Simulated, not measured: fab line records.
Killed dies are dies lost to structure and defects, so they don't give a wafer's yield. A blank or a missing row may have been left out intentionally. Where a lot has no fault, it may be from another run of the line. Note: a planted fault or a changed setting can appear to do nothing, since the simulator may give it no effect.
fab line records | flow n5Finfet
record lots=7 | wafers=39
route steps=1938 shown WELL_APT@47 FIN_SAQP@94 DUMMY_GATE@248 MOL_CONTACT_COAG@537 BEOL_M4@1111
startH: hours from the record's first day to the start of the lot's first wafer shown | waitH: how many hours have passed since the lot's step before this one | " unchanged from the row above | L1.1+2: one row covering several wafers at once | - no value present, or no start provided | * or withheld: withheld | < > ~ a bound
route shown NAME@n: NAME is a module with steps in the file, n the number in the route of the first one | usual: mean/standard deviation taken from wafers without a fault | same: alike in all rows | chamber/n: place in a boat | sites: readings site by site | _std_site: the standard deviation of these | _edge_site: inner sites' mean taken away from outer sites' mean | radiusMm: for every site, how far away it sits from the centre of the wafer | mask NAME#n: copy n | behind: the most recent tool/chamber to have shaped the wafer | hold: why the lot was held/for how many hours/how that ended | device: whichever transistor did not switch (one of n, p or np) | end of line: tests run on the same wafers once the route is complete | a step without rows: its recipe alone | killed: not the wafer's yield, but the dies lost to structure and defects at the first sort | map: a wafer's dies, marking killed ones x, the rest . and places with no die _
set.NAME: setting as actually run; set.NAME@STEP: the setting as run at that earlier step | model.NAME: the simulator's own value behind a step, which no gauge read
lots with deliberately changed settings; one table per step, one row per wafer
## steps
# step N5_WELL_APT_IMPLANT_31
# recipe species=B | energyKev=60 | doseCm2=1.5e+13 | tiltDeg=0 | rotationDeg=0
# step N5_FIN_SAQP_ALD_61
# recipe material=SiO2 | targetThkA=40 | tempC=300 | aldPrecursorFamily=BDEAS | aldCoReactant=O2-plasma | pulseTimeS=1 | purgeTimeS=2 | coReactantPurgeTimeS=2 | aldCycles=43 | pressureTorr=2
# step N5_FIN_SAQP_ETCH_34
# recipe chemistry=C4F6/O2 | target=SiO2 | targetDepthA=450 | timeS=15 | ionEnergyEv=250 | pressureMtorr=30 | sourceW=345 | biasW=185 | Ar_flow_sccm=300 | C4F6_flow_sccm=10 | O2_flow_sccm=10 | ends=cleared
# step N5_DUMMY_GATE_ETCH_44
# recipe chemistry=HBr/O2 | overEtchFrac=0.7 | targetDepthA=1275 | stopOn=SiO2 | ionEnergyEv=60 | biasW=20 | target=poly-Si | maskMaterial=SiO2 | pressureMtorr=20 | icpW=400 | HBr_flow_sccm=120 | O2_flow_sccm=10
# step N5_MOL_CONTACT_COAG_ETCH_15
# recipe chemistry=CH3F/O2 | target=SiNx | targetDepthA=70 | maskMaterial=SOC | stopOn=Si:P | overEtchFrac=0.75 | ionEnergyEv=120 | pressureMtorr=30 | sourceW=395 | biasW=73 | Ar_flow_sccm=150 | CH3F_flow_sccm=30 | O2_flow_sccm=20
# step N5_MOL_CONTACT_COAG_SPUTTER_143
# recipe material=Co | targetThkA=25 | tempC=25 | chamberPressurePa=0.2
# step N5_BEOL_M4_RC_MEAS_101
# usual RS_PWELL=3010/21
lot.wafer | tool      | chamber | startH | waitH | set.energyKev@WELL_APT_IMPLANT_31 | set.tempC@FIN_SAQP_ALD_61 | set.sourceW@FIN_SAQP_ETCH_34 | set.targetDepthA@DUMMY_GATE_ETCH_44 | set.targetDepthA@MOL_CONTACT_COAG_ETCH_15 | set.targetThkA@MOL_CONTACT_COAG_SPUTTER_143 | RS_PWELL[ohm/sq]
L075.1    | prober-02 | 0       | 191.31 | 0.0   | 60                                | 308.8                     | 387.9                        | 1406                                | 70                                        | 26.35                                       | 3013
L075.2    | "         | 0       | "      | "     | 60                                | 300                       | 387.9                        | 1275                                | 70                                        | 25                                          | 3016
L075.3    | "         | 0       | "      | "     | 60                                | 300                       | 345                          | 1275                                | 62.28                                     | 26.35                                       | 3019
L075.4    | "         | 0       | "      | "     | 60                                | 308.8                     | 345                          | 1406                                | 70                                        | 25                                          | 2998
L075.5    | "         | 0       | "      | "     | 60                                | 308.8                     | 387.9                        | 1275                                | 62.28                                     | 25                                          | 3037
L075.6    | "         | 0       | "      | "     | 60                                | 300                       | 345                          | 1406                                | 62.28                                     | 26.35                                       | 3021
L079.1    | prober-01 | 0       | 194.93 | 0.0   | 60                                | 300                       | 345                          | 1343                                | 70                                        | 25                                          | 2981
L079.2    | "         | 0       | "      | "     | 60                                | 300                       | 345                          | 1275                                | 70                                        | 25                                          | 2998
L079.3    | "         | 0       | "      | "     | 60                                | 300                       | 345                          | 1275                                | 77.48                                     | 27.22                                       | 3006
L079.4    | "         | 0       | "      | "     | 55.98                             | 300                       | 345                          | 1275                                | 77.48                                     | 27.22                                       | 3090
L079.5    | "         | 0       | "      | "     | 55.98                             | 300                       | 345                          | 1343                                | 70                                        | 27.22                                       | 3062
L079.6    | "         | 0       | "      | "     | 55.98                             | 300                       | 345                          | 1343                                | 77.48                                     | 25                                          | 3070
L078.1    | prober-01 | 0       | 199.42 | 0.0   | 60                                | 294.4                     | 282.9                        | 1177                                | 61.78                                     | 25                                          | 3021
L078.2    | "         | 0       | "      | "     | 60                                | 300                       | 345                          | 1275                                | 70                                        | 25                                          | 3031
L078.3    | "         | 0       | "      | "     | 60                                | 300                       | 282.9                        | 1275                                | 70                                        | 25                                          | 3017
L078.4    | "         | 0       | "      | "     | 60                                | 300                       | 345                          | 1177                                | 61.78                                     | 25                                          | 3014
L078.5    | "         | 0       | "      | "     | 60                                | 294.4                     | 345                          | 1275                                | 61.78                                     | 25                                          | 3012
L078.6    | "         | 0       | "      | "     | 60                                | 294.4                     | 282.9                        | 1177                                | 70                                        | 25                                          | 2997
L088.4    | prober-02 | 0       | 258.07 | 0.5   | 60                                | 300                       | 345                          | 1275                                | 70                                        | 25                                          | 2987
L088.5    | "         | 0       | "      | "     | 60                                | 300                       | 345                          | 1275                                | 70                                        | 25                                          | 2978
L088.6    | "         | 0       | "      | "     | 60                                | 300                       | 345                          | 1275                                | 70                                        | 25                                          | 2991
L093.1    | prober-02 | 0       | 296.59 | 0.0   | 60                                | 300                       | 345                          | 1275                                | 70                                        | 25                                          | 3015
L093.2    | "         | 0       | "      | "     | 62.18                             | 305.1                     | 345                          | 1275                                | 62.49                                     | 26.69                                       | 2968
L093.3    | "         | 0       | "      | "     | 60                                | 300                       | 345                          | 1275                                | 62.49                                     | 26.69                                       | 2988
L093.4    | "         | 0       | "      | "     | 62.18                             | 300                       | 345                          | 1275                                | 70                                        | 26.69                                       | 2977
L093.5    | "         | 0       | "      | "     | 60                                | 305.1                     | 345                          | 1275                                | 62.49                                     | 25                                          | 3024
L093.6    | "         | 0       | "      | "     | 62.18                             | 305.1                     | 345                          | 1275                                | 70                                        | 25                                          | 2972
L095.1    | prober-01 | 0       | 297.09 | 0.1   | 53.81                             | 305.8                     | 345                          | 1275                                | 70                                        | 21.52                                       | 3150
L095.2    | "         | 0       | "      | "     | 60                                | 300                       | 304.5                        | 1221                                | 70                                        | 21.52                                       | 3015
L095.3    | "         | 0       | "      | "     | 60                                | 305.8                     | 345                          | 1221                                | 65.26                                     | 25                                          | 3010
L095.4    | "         | 0       | "      | "     | 53.81                             | 300                       | 304.5                        | 1221                                | 65.26                                     | 25                                          | 3145
L095.5    | "         | 0       | "      | "     | 60                                | 300                       | 345                          | 1275                                | 65.26                                     | 21.52                                       | 3021
L095.6    | "         | 0       | "      | "     | 53.81                             | 305.8                     | 304.5                        | 1275                                | 70                                        | 25                                          | 3132
L097.1    | prober-01 | 0       | 332.06 | 0.0   | 53.92                             | 293.8                     | 386.9                        | 1275                                | 70                                        | 25                                          | 3158
L097.2    | "         | 0       | "      | "     | 60                                | 300                       | 386.9                        | 1275                                | 70                                        | 23.69                                       | 3028
L097.3    | "         | 0       | "      | "     | 53.92                             | 300                       | 345                          | 1153                                | 67.62                                     | 25                                          | 3179
L097.4    | "         | 0       | "      | "     | 60                                | 293.8                     | 345                          | 1153                                | 70                                        | 25                                          | 3040
L097.5    | "         | 0       | "      | "     | 60                                | 293.8                     | 386.9                        | 1153                                | 67.62                                     | 23.69                                       | 2992
L097.6    | "         | 0       | "      | "     | 53.92                             | 300                       | 345                          | 1275                                | 67.62                                     | 23.69                                       | 3170
## key
split step=N5_WELL_APT_IMPLANT_31 | setting=energyKev | statedAs=60
response step=N5_BEOL_M4_RC_MEAS_101 | reading=RS_PWELL | slope=-13.1 | per=1% | togetherWith=all | explained=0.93
split step=N5_FIN_SAQP_ALD_61 | setting=tempC | statedAs=300
response none clear
split step=N5_FIN_SAQP_ETCH_34 | setting=sourceW | statedAs=345
response none clear
split step=N5_DUMMY_GATE_ETCH_44 | setting=targetDepthA | statedAs=1275
response none clear
split step=N5_MOL_CONTACT_COAG_ETCH_15 | setting=targetDepthA | statedAs=70
response none clear
split step=N5_MOL_CONTACT_COAG_SPUTTER_143 | setting=targetThkA | statedAs=25
response none clear
